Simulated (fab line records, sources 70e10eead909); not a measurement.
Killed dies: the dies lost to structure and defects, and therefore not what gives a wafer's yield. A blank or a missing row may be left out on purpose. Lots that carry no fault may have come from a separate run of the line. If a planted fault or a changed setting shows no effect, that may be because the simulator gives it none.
Chamber matching :: flow nand-harc :: pecvd-02 running NHARC_P_CONTACT_DEP_30: 3 sister chambers
The step deposits SiNx, target thk 30 nm. 6 wafers are shown with their chamber, then 8 later ones without.

== EACH WAFER AND ITS CHAMBER ==
wafer: L818.4
chamber: 2
heater-power-w (W): 607
heater-power-outer-w (W): 340

wafer: L818.6
chamber: 1
heater-power-w (W): 704
heater-power-outer-w (W): 410

wafer: L821.4
chamber: 1
heater-power-w (W): 674
heater-power-outer-w (W): 375

wafer: L821.5
chamber: 2
heater-power-w (W): 661
heater-power-outer-w (W): 369

wafer: L821.6
chamber: 0
heater-power-w (W): 461
heater-power-outer-w (W): 269

wafer: L822.3
chamber: 0
heater-power-w (W): 576
heater-power-outer-w (W): 359

== WAFERS WITH NO CHAMBER GIVEN ==
wafer: L822.4
heater-power-w (W): 591
heater-power-outer-w (W): 351

wafer: L822.6
heater-power-w (W): 623
heater-power-outer-w (W): 361

wafer: L823.1
heater-power-w (W): 557
heater-power-outer-w (W): 330

wafer: L823.2
heater-power-w (W): 556
heater-power-outer-w (W): 322

wafer: L823.4
heater-power-w (W): 569
heater-power-outer-w (W): 332

wafer: L824.2
heater-power-w (W): 555
heater-power-outer-w (W): 307

wafer: L824.3
heater-power-w (W): 531
heater-power-outer-w (W): 306

wafer: L824.6
heater-power-w (W): 648
heater-power-outer-w (W): 377

== THE CHAMBER EACH PASSED THROUGH ==
wafer: L822.4
from the rows above: can't be placed: 2 or 0 or 1
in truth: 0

wafer: L822.6
from the rows above: can't be placed: 2 or 1
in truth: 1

wafer: L823.1
from the rows above: can't be placed: 0 or 2
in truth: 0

wafer: L823.2
from the rows above: can't be placed: 0 or 2
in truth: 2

wafer: L823.4
from the rows above: can't be placed: 0 or 2 or 1
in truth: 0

wafer: L824.2
from the rows above: can't be placed: 0 or 2
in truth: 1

wafer: L824.3
from the rows above: can't be placed: 0 or 2
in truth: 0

wafer: L824.6
from the rows above: can't be placed: 2 or 1
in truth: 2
Placed correctly: 0 of 8. Cannot be placed on the basis of these rows: 8; the candidates contain the true chamber in 7. Number placed wrongly: 0.
How it was worked out, from the rows above alone: a wafer's distance from a chamber is the root of the sum, over the readings, of the square of ((its reading less the chamber's mean) divided by the reading's scatter). If the next closest chamber is less than 2 further off than the closest, the wafer can't be placed; otherwise it belongs to the closest. The mean given for a chamber averages the wafers shown for that chamber. The scatter: take each reading less its chamber's mean, square it, sum over the shown wafers, divide by the number of wafers less the number of chambers, and take the root.
